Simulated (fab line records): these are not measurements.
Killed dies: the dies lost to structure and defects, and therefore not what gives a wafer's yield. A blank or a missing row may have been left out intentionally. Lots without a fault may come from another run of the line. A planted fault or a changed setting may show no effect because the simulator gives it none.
Which of the tools did it? || flow nand harc || 15 lots, 45 wafers sampled, at 4 steps of a route of 1159

WHAT EACH GAUGE READ, for each wafer
No reading from a measuring or inspecting step in the record can be judged against a usual standard deviation.

WHICH TOOL RAN EACH LOT (tool, then ch and the chambers of the sampled wafers, then the start)
{"lot": "L254", "NHARC_P_ZERO_WELL_DEVELOP_23": "litho track-02 ch 0, day 1 20:00", "NHARC_P_STI_ETCH_31": "rie diel-08 ch 1,2,3, day 2 14:07 or earlier", "NHARC_P_STI_ETCH_15": "rie si-03 ch 0,1,2, day 2 14:07", "NHARC_P_GATE_DEP_103": "pecvd-01 ch 1,2, day 4 15:32"}
{"lot": "L256", "NHARC_P_ZERO_WELL_DEVELOP_23": "litho track-03 ch 0, day 2 08:00", "NHARC_P_STI_ETCH_31": "rie diel-07 ch 0,1,2, day 3 02:46 or earlier", "NHARC_P_STI_ETCH_15": "rie si-06 ch 2,3, day 3 02:46", "NHARC_P_GATE_DEP_103": "pecvd-02 ch 0,1,2, day 5 03:50"}
{"lot": "L257", "NHARC_P_ZERO_WELL_DEVELOP_23": "litho track-07 ch 0, day 2 14:00", "NHARC_P_STI_ETCH_31": "rie diel-08 ch 0,1,2, day 3 13:49 or earlier", "NHARC_P_STI_ETCH_15": "rie si-06 ch 1,2,3, day 3 13:49", "NHARC_P_GATE_DEP_103": "pecvd-01 ch 0,2, day 5 19:39"}
{"lot": "L258", "NHARC_P_ZERO_WELL_DEVELOP_23": "litho track-07 ch 0, day 2 20:00", "NHARC_P_STI_ETCH_31": "rie diel-07 ch 1,2,3, day 3 14:00 or earlier", "NHARC_P_STI_ETCH_15": "rie si-03 ch 0,1,2, day 3 14:00", "NHARC_P_GATE_DEP_103": "pecvd-01 ch 0,2, day 5 19:15"}
{"lot": "L260", "NHARC_P_ZERO_WELL_DEVELOP_23": "litho track-02 ch 0, day 3 08:00", "NHARC_P_STI_ETCH_31": "rie diel-07 ch 0,1,2, day 4 05:52 or earlier", "NHARC_P_STI_ETCH_15": "rie si-05 ch 2,3, day 4 05:52", "NHARC_P_GATE_DEP_103": "pecvd-03 ch 0,2, day 6 08:42"}
{"lot": "L261", "NHARC_P_ZERO_WELL_DEVELOP_23": "litho track-07 ch 0, day 3 14:00", "NHARC_P_STI_ETCH_31": "rie diel-04 ch 0,2,3, day 4 11:29 or earlier", "NHARC_P_STI_ETCH_15": "rie si-05 ch 1,3, day 4 11:29", "NHARC_P_GATE_DEP_103": "pecvd-02 ch 0,1, day 6 20:00"}
{"lot": "L262", "NHARC_P_ZERO_WELL_DEVELOP_23": "litho track-03 ch 0, day 3 20:00", "NHARC_P_STI_ETCH_31": "rie diel-07 ch 2,3, day 4 19:59 or earlier", "NHARC_P_STI_ETCH_15": "rie si-05 ch 1,2, day 4 19:59", "NHARC_P_GATE_DEP_103": "pecvd-03 ch 0,1,2, day 6 20:39"}
{"lot": "L263", "NHARC_P_ZERO_WELL_DEVELOP_23": "litho track-02 ch 0, day 4 02:00", "NHARC_P_STI_ETCH_31": "rie diel-08 ch 1,3, day 4 20:10 or earlier", "NHARC_P_STI_ETCH_15": "rie si-06 ch 0,1, day 4 20:10", "NHARC_P_GATE_DEP_103": "pecvd-02 ch 0,1,2, day 6 20:37"}
{"lot": "L264", "NHARC_P_ZERO_WELL_DEVELOP_23": "litho track-07 ch 0, day 4 08:00", "NHARC_P_STI_ETCH_31": "rie diel-04 ch 0,1,2, day 5 06:44 or earlier", "NHARC_P_STI_ETCH_15": "rie si-05 ch 0,2,3, day 5 06:44", "NHARC_P_GATE_DEP_103": "pecvd-02 ch 0,1, day 7 23:09"}
{"lot": "L266", "NHARC_P_ZERO_WELL_DEVELOP_23": "litho track-02 ch 0, day 4 20:00", "NHARC_P_STI_ETCH_31": "rie diel-08 ch 0,1,3, day 5 18:44 or earlier", "NHARC_P_STI_ETCH_15": "rie si-06 ch 0,3, day 5 18:44", "NHARC_P_GATE_DEP_103": "pecvd-02 ch 0,1,2, day 7 22:35"}
{"lot": "L267", "NHARC_P_ZERO_WELL_DEVELOP_23": "litho track-03 ch 0, day 5 02:00", "NHARC_P_STI_ETCH_31": "rie diel-08 ch 0,1,3, day 6 01:07 or earlier", "NHARC_P_STI_ETCH_15": "rie si-05 ch 1,2, day 6 01:07", "NHARC_P_GATE_DEP_103": "pecvd-03 ch 0,1,2, day 7 23:54"}
{"lot": "L269", "NHARC_P_ZERO_WELL_DEVELOP_23": "litho track-07, day 5 14:00", "NHARC_P_STI_ETCH_31": "rie diel-04 ch 1,2, day 6 11:48 or earlier", "NHARC_P_STI_ETCH_15": "rie si-06 ch 1,3, day 6 11:48", "NHARC_P_GATE_DEP_103": "pecvd-01 ch 0,1,2, day 8 15:33"}
{"lot": "L270", "NHARC_P_ZERO_WELL_DEVELOP_23": "litho track-02, day 5 20:00", "NHARC_P_STI_ETCH_31": "rie diel-04 ch 1,2, day 6 20:10 or earlier", "NHARC_P_STI_ETCH_15": "rie si-06 ch 0,1, day 6 20:10", "NHARC_P_GATE_DEP_103": "pecvd-02 ch 0,1,2, day 8 21:45"}
{"lot": "L271", "NHARC_P_ZERO_WELL_DEVELOP_23": "litho track-02, day 6 02:00", "NHARC_P_STI_ETCH_31": "rie diel-08 ch 0,1,2, day 6 20:16 or earlier", "NHARC_P_STI_ETCH_15": "rie si-03 ch 0,2,3, day 6 20:16", "NHARC_P_GATE_DEP_103": "pecvd-02 ch 0,1,2, day 8 21:04"}
{"lot": "L272", "NHARC_P_ZERO_WELL_DEVELOP_23": "litho track-02 ch 0, day 6 08:00", "NHARC_P_STI_ETCH_31": "rie diel-07 ch 0,1,3, day 7 05:41 or earlier", "NHARC_P_STI_ETCH_15": "rie si-05 ch 0,1,3, day 7 05:41", "NHARC_P_GATE_DEP_103": "pecvd-01 ch 0,1,2, day 9 07:09"}
- NHARC_P_ZERO_WELL_DEVELOP_23: time 70 s.
- NHARC_P_STI_ETCH_31: etches the open film in CF4/CHF3, target depth 108.9 nm, time 54.5 s.
- NHARC_P_STI_ETCH_15: etches the open film in HBr/Cl2, target depth 300 nm, time 100.1 s.
- NHARC_P_GATE_DEP_103: deposits SiON, target thk 30 nm.

WHAT THE TOOLS THEMSELVES READ (means of the sampled wafers that have a number; where no wafer has one, the mark that the record gives instead)
NHARC_P_ZERO_WELL_DEVELOP_23.
{"lot": "L254", "tool": "litho track-02", "chill plate temp C (C)": 23.08, "exhaust pa (Pa)": 44.1, "resist line temp C (C)": 23.02}
{"lot": "L256", "tool": "litho track-03", "chill plate temp C (C)": 23.05, "exhaust pa (Pa)": 44.7, "resist line temp C (C)": 22.98}
{"lot": "L257", "tool": "litho track-07", "chill plate temp C (C)": 23.03, "exhaust pa (Pa)": 45.2, "resist line temp C (C)": 22.92}
{"lot": "L258", "tool": "litho track-07", "chill plate temp C (C)": 22.93, "exhaust pa (Pa)": 44.8, "resist line temp C (C)": 22.93}
{"lot": "L260", "tool": "litho track-02", "chill plate temp C (C)": 22.92, "exhaust pa (Pa)": 44.4, "resist line temp C (C)": 23.03}
{"lot": "L261", "tool": "litho track-07", "chill plate temp C (C)": 23.17, "exhaust pa (Pa)": 44.8, "resist line temp C (C)": 23.02}
{"lot": "L262", "tool": "litho track-03", "chill plate temp C (C)": 22.89, "exhaust pa (Pa)": 44.7, "resist line temp C (C)": 23.02}
{"lot": "L263", "tool": "litho track-02", "chill plate temp C (C)": 22.93, "exhaust pa (Pa)": 44.9, "resist line temp C (C)": 22.99}
{"lot": "L264", "tool": "litho track-07", "chill plate temp C (C)": 22.91, "exhaust pa (Pa)": 44.1, "resist line temp C (C)": 23.11}
{"lot": "L266", "tool": "litho track-02", "chill plate temp C (C)": 22.94, "exhaust pa (Pa)": 46.0, "resist line temp C (C)": 23.03}
{"lot": "L267", "tool": "litho track-03", "chill plate temp C (C)": 22.97, "exhaust pa (Pa)": 44.6, "resist line temp C (C)": 23.11}
{"lot": "L269", "tool": "litho track-07", "chill plate temp C (C)": "-", "exhaust pa (Pa)": "-", "resist line temp C (C)": "-"}
{"lot": "L270", "tool": "litho track-02", "chill plate temp C (C)": "-", "exhaust pa (Pa)": "-", "resist line temp C (C)": "-"}
{"lot": "L271", "tool": "litho track-02", "chill plate temp C (C)": "-", "exhaust pa (Pa)": "-", "resist line temp C (C)": "-"}
{"lot": "L272", "tool": "litho track-02", "chill plate temp C (C)": 22.89, "exhaust pa (Pa)": 44.9, "resist line temp C (C)": 22.83}

NHARC_P_STI_ETCH_31.
{"lot": "L254", "tool": "rie diel-08", "drypump motor current A (A)": 5.8, "oes product au (a.u.)": 0.970, "rf vpp V (V)": 371.2, "showerhead plenum p Torr (Torr)": 1.60, "throttle valve pct (%)": 16.803}
{"lot": "L256", "tool": "rie diel-07", "drypump motor current A (A)": 5.8, "oes product au (a.u.)": 0.976, "rf vpp V (V)": 373.7, "showerhead plenum p Torr (Torr)": 1.62, "throttle valve pct (%)": 16.804}
{"lot": "L257", "tool": "rie diel-08", "drypump motor current A (A)": 5.8, "oes product au (a.u.)": 0.955, "rf vpp V (V)": 371.8, "showerhead plenum p Torr (Torr)": 1.62, "throttle valve pct (%)": 16.799}
{"lot": "L258", "tool": "rie diel-07", "drypump motor current A (A)": 5.6, "oes product au (a.u.)": 0.954, "rf vpp V (V)": 370.8, "showerhead plenum p Torr (Torr)": 1.59, "throttle valve pct (%)": 16.803}
{"lot": "L260", "tool": "rie diel-07", "drypump motor current A (A)": 5.8, "oes product au (a.u.)": 0.966, "rf vpp V (V)": 372.3, "showerhead plenum p Torr (Torr)": 1.62, "throttle valve pct (%)": 16.797}
{"lot": "L261", "tool": "rie diel-04", "drypump motor current A (A)": 5.5, "oes product au (a.u.)": 0.975, "rf vpp V (V)": 372.5, "showerhead plenum p Torr (Torr)": 1.64, "throttle valve pct (%)": 16.791}
{"lot": "L262", "tool": "rie diel-07", "drypump motor current A (A)": 5.8, "oes product au (a.u.)": 0.948, "rf vpp V (V)": 372.0, "showerhead plenum p Torr (Torr)": 1.62, "throttle valve pct (%)": 16.797}
{"lot": "L263", "tool": "rie diel-08", "drypump motor current A (A)": 5.9, "oes product au (a.u.)": 0.989, "rf vpp V (V)": 371.4, "showerhead plenum p Torr (Torr)": 1.61, "throttle valve pct (%)": 16.804}
{"lot": "L264", "tool": "rie diel-04", "drypump motor current A (A)": 5.7, "oes product au (a.u.)": 0.949, "rf vpp V (V)": 370.5, "showerhead plenum p Torr (Torr)": 1.61, "throttle valve pct (%)": 16.793}
{"lot": "L266", "tool": "rie diel-08", "drypump motor current A (A)": 6.0, "oes product au (a.u.)": 0.974, "rf vpp V (V)": 371.8, "showerhead plenum p Torr (Torr)": 1.63, "throttle valve pct (%)": 16.794}
{"lot": "L267", "tool": "rie diel-08", "drypump motor current A (A)": 6.0, "oes product au (a.u.)": 0.974, "rf vpp V (V)": 372.5, "showerhead plenum p Torr (Torr)": 1.63, "throttle valve pct (%)": 16.810}
{"lot": "L269", "tool": "rie diel-04", "drypump motor current A (A)": 5.7, "oes product au (a.u.)": 0.967, "rf vpp V (V)": 370.8, "showerhead plenum p Torr (Torr)": 1.58, "throttle valve pct (%)": 16.803}
{"lot": "L270", "tool": "rie diel-04", "drypump motor current A (A)": 5.8, "oes product au (a.u.)": 0.959, "rf vpp V (V)": 370.6, "showerhead plenum p Torr (Torr)": 1.58, "throttle valve pct (%)": 16.815}
{"lot": "L271", "tool": "rie diel-08", "drypump motor current A (A)": 5.8, "oes product au (a.u.)": 0.967, "rf vpp V (V)": 371.2, "showerhead plenum p Torr (Torr)": 1.61, "throttle valve pct (%)": 16.820}
{"lot": "L272", "tool": "rie diel-07", "drypump motor current A (A)": 5.6, "oes product au (a.u.)": 0.961, "rf vpp V (V)": 371.1, "showerhead plenum p Torr (Torr)": 1.58, "throttle valve pct (%)": 16.804}

NHARC_P_STI_ETCH_15.
{"lot": "L254", "tool": "rie si-03", "drypump motor current A (A)": 5.5, "oes product au (a.u.)": 1.006, "throttle valve pct (%)": 26.408}
{"lot": "L256", "tool": "rie si-06", "drypump motor current A (A)": 5.5, "oes product au (a.u.)": 0.976, "throttle valve pct (%)": 26.404}
{"lot": "L257", "tool": "rie si-06", "drypump motor current A (A)": 5.8, "oes product au (a.u.)": 0.979, "throttle valve pct (%)": 26.403}
{"lot": "L258", "tool": "rie si-03", "drypump motor current A (A)": 5.5, "oes product au (a.u.)": 1.001, "throttle valve pct (%)": 26.409}
{"lot": "L260", "tool": "rie si-05", "drypump motor current A (A)": 5.3, "oes product au (a.u.)": 1.011, "throttle valve pct (%)": 26.401}
{"lot": "L261", "tool": "rie si-05", "drypump motor current A (A)": 5.8, "oes product au (a.u.)": 1.007, "throttle valve pct (%)": 26.408}
{"lot": "L262", "tool": "rie si-05", "drypump motor current A (A)": 5.5, "oes product au (a.u.)": 1.019, "throttle valve pct (%)": 26.413}
{"lot": "L263", "tool": "rie si-06", "drypump motor current A (A)": 6.1, "oes product au (a.u.)": 0.976, "throttle valve pct (%)": 26.403}
{"lot": "L264", "tool": "rie si-05", "drypump motor current A (A)": 5.4, "oes product au (a.u.)": 1.004, "throttle valve pct (%)": 26.406}
{"lot": "L266", "tool": "rie si-06", "drypump motor current A (A)": 5.5, "oes product au (a.u.)": 0.980, "throttle valve pct (%)": 26.399}
{"lot": "L267", "tool": "rie si-05", "drypump motor current A (A)": 5.7, "oes product au (a.u.)": 1.011, "throttle valve pct (%)": 26.416}
{"lot": "L269", "tool": "rie si-06", "drypump motor current A (A)": 6.0, "oes product au (a.u.)": 0.980, "throttle valve pct (%)": 26.404}
{"lot": "L270", "tool": "rie si-06", "drypump motor current A (A)": 6.1, "oes product au (a.u.)": 0.986, "throttle valve pct (%)": 26.408}
{"lot": "L271", "tool": "rie si-03", "drypump motor current A (A)": 5.8, "oes product au (a.u.)": 0.986, "throttle valve pct (%)": 26.403}
{"lot": "L272", "tool": "rie si-05", "drypump motor current A (A)": 5.7, "oes product au (a.u.)": 1.009, "throttle valve pct (%)": 26.406}

NHARC_P_GATE_DEP_103.
{"lot": "L254", "tool": "pecvd-01", "heater power outer w (W)": 456, "heater power w (W)": 748}
{"lot": "L256", "tool": "pecvd-02", "heater power outer w (W)": 437, "heater power w (W)": 734}
{"lot": "L257", "tool": "pecvd-01", "heater power outer w (W)": 439, "heater power w (W)": 712}
{"lot": "L258", "tool": "pecvd-01", "heater power outer w (W)": 452, "heater power w (W)": 722}
{"lot": "L260", "tool": "pecvd-03", "heater power outer w (W)": 402, "heater power w (W)": 677}
{"lot": "L261", "tool": "pecvd-02", "heater power outer w (W)": 433, "heater power w (W)": 727}
{"lot": "L262", "tool": "pecvd-03", "heater power outer w (W)": 482, "heater power w (W)": 786}
{"lot": "L263", "tool": "pecvd-02", "heater power outer w (W)": 446, "heater power w (W)": 744}
{"lot": "L264", "tool": "pecvd-02", "heater power outer w (W)": 486, "heater power w (W)": 817}
{"lot": "L266", "tool": "pecvd-02", "heater power outer w (W)": 424, "heater power w (W)": 713}
{"lot": "L267", "tool": "pecvd-03", "heater power outer w (W)": 441, "heater power w (W)": 724}
{"lot": "L269", "tool": "pecvd-01", "heater power outer w (W)": 483, "heater power w (W)": 766}
{"lot": "L270", "tool": "pecvd-02", "heater power outer w (W)": 421, "heater power w (W)": 717}
{"lot": "L271", "tool": "pecvd-02", "heater power outer w (W)": 396, "heater power w (W)": 677}
{"lot": "L272", "tool": "pecvd-01", "heater power outer w (W)": 484, "heater power w (W)": 779}

THE ANSWER, worked out from the rows above alone
Rule: the lots themselves supply what counts as usual. The widest of any qualifying gaps counts: lots, ordered by their means at a reading, are off when they make up no more than a third of the lots, leave a main group of 4 or more, and stand apart from it by 3 or more times the standard deviation of that group's means. If all means in a main group match to the digits the tables above print for the reading, that group is not used. A lot without any number at a reading at which 4 lots or more have one is off too. Any other lot the step has rows for is counted as sound. First the gauges in route order, then the tools' own readings, where a lot's mean is used as printed above. The first step at which some lot is off is used, and at that step the reading that is off furthest; a lot without a number counts as furthest.
Off: L269, L270, L271 (NHARC_P_ZERO_WELL_DEVELOP_23, chill plate temp C). Without a number there: L269, L270, L271. Mean 22.98 C and standard deviation 0.084 in the main group.
If a tool, at that step or one of the process steps before it, ran each lot that is off and ran no sound lot following the first of them, it fits. Of those tried, none fits.

WHAT THE SIMULATOR PUT IN
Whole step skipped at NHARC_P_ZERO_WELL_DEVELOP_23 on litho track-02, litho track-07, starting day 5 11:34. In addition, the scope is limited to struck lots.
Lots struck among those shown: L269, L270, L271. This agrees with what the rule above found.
